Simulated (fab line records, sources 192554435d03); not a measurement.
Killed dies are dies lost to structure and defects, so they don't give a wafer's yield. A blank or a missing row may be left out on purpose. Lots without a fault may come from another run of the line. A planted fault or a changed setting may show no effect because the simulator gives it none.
One fault seen from 2 desks | flow n5_finfet | each desk has only its own numbers; what lay behind them comes last

THE METROLOGY DESK
What the gauges read, lot by lot, whatever tool the lot ran on: means of the sampled wafers that have a number. A lot is out of limits, marked OUT, if its mean lies more than 4 standard deviations from the usual mean; the brackets give that distance. Of its 12 readings 7 are shown: the one that was out of limits first, and those that lie furthest out on some lot.
Columns: A = DIBL_N at N5_BEOL_M4_RC_MEAS_101, usual 36.7 mV/V; B = IOFF_N at N5_BEOL_M4_RC_MEAS_101, usual 0.17 nA/um; C = ION_N at N5_BEOL_M4_RC_MEAS_101, usual 673 uA/um; D = ION_P at N5_BEOL_M4_RC_MEAS_101, usual 462 uA/um; E = RS_NWELL at N5_BEOL_M4_RC_MEAS_101, usual 1036 ohm/sq; F = VT_N at N5_BEOL_M4_RC_MEAS_101, usual 250 mV; G = VT_P at N5_BEOL_M4_RC_MEAS_101, usual -250 mV
lot  | first seen here | A    | B    | C   | D   | E                      | F   | G
L508 | day 4 23:23     | 38.2 | 0.20 | 671 | 459 | 1032                   | 248 | -250
L511 | day 5 14:07     | 34.6 | 0.12 | 648 | 445 | 1048                   | 257 | -253
L514 | day 6 10:44     | 33.3 | 0.12 | 663 | 460 | 1965 (+99 or more) OUT | 254 | -251
L515 | day 6 18:03     | 41.1 | 0.24 | 692 | 467 | 1926 (+99 or more) OUT | 244 | -251
L516 | day 6 20:56     | 37.8 | 0.20 | 672 | 474 | 1926 (+99 or more) OUT | 245 | -243
L519 | day 7 17:15     | 35.4 | 0.16 | 666 | 463 | 1034                   | 250 | -248
L520 | day 8 04:54     | 34.8 | 0.13 | 669 | 463 | 1029                   | 252 | -252
L525 | day 9 04:20     | 36.8 | 0.16 | 675 | 462 | 1034                   | 251 | -249
L526 | day 9 08:38     | 38.9 | 0.20 | 678 | 461 | 1036                   | 248 | -251
L527 | day 9 15:09     | 34.8 | 0.14 | 675 | 460 | 1034                   | 252 | -251
L530 | day 10 11:23    | 36.4 | 0.15 | 674 | 458 | 1028                   | 250 | -253
This desk's finding: out of limits on L514, L515, L516; first on L514, day 10 08:36 (RS_NWELL at N5_BEOL_M4_RC_MEAS_101). In limits: L508, L511, L519, L520, L525, L526, L527, L530.

THE TOOL OWNER'S DESK: cmp-03
The tool's own readings at N5_MOL_CONTACT_COAG_CMP_23 (polishes, stops on SiO2, t overpolish 1.5 s, target thk 0 nm): means of the sampled wafers that have a number, for each lot that ran on this tool. A lot is out of limits, marked OUT, if its mean lies more than 4 standard deviations from the usual mean; the brackets give that distance.
Columns: A = head_pressure_psi at N5_MOL_CONTACT_COAG_CMP_23, usual 2.000 psi; B = motor_current_A at N5_MOL_CONTACT_COAG_CMP_23, usual 8.0 A; C = overpolish_run_s at N5_MOL_CONTACT_COAG_CMP_23, usual 1.501 s; D = time_to_endpoint_s at N5_MOL_CONTACT_COAG_CMP_23, usual 10.0 s
lot  | first seen here | A               | B   | C     | D
L511 | day 5 19:38     | 1.997           | 7.4 | 1.501 | 8.5
L514 | day 6 16:50     | 1.833 (-42) OUT | 7.8 | 1.503 | 13.8
L515 | day 6 23:26     | 1.833 (-42) OUT | 8.3 | 1.499 | 10.6
L516 | day 7 05:49     | 1.831 (-42) OUT | 8.1 | 1.506 | 12.1
This desk's finding: out of limits on L514, L515, L516; first on L514, day 6 16:50 (head_pressure_psi at N5_MOL_CONTACT_COAG_CMP_23). In limits: L511.

PUT TOGETHER
The tool owner's desk could have raised an alarm at day 6 16:50, on L514, L515, L516.
The metrology desk could have raised an alarm at day 10 08:36, on L514, L515, L516.
Of the lots named, all ran N5_MOL_CONTACT_COAG_CMP_23 on cmp-03.

WHAT THE SIMULATOR HAD PUT IN
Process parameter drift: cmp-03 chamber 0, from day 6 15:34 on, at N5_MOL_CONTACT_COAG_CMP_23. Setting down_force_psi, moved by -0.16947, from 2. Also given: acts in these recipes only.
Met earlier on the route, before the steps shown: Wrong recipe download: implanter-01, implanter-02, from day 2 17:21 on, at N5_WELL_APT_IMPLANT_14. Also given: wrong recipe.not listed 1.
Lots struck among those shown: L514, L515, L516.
Hours from the fault's start to each desk's first reading out of limits: the tool owner's desk, 1; the metrology desk, 89.
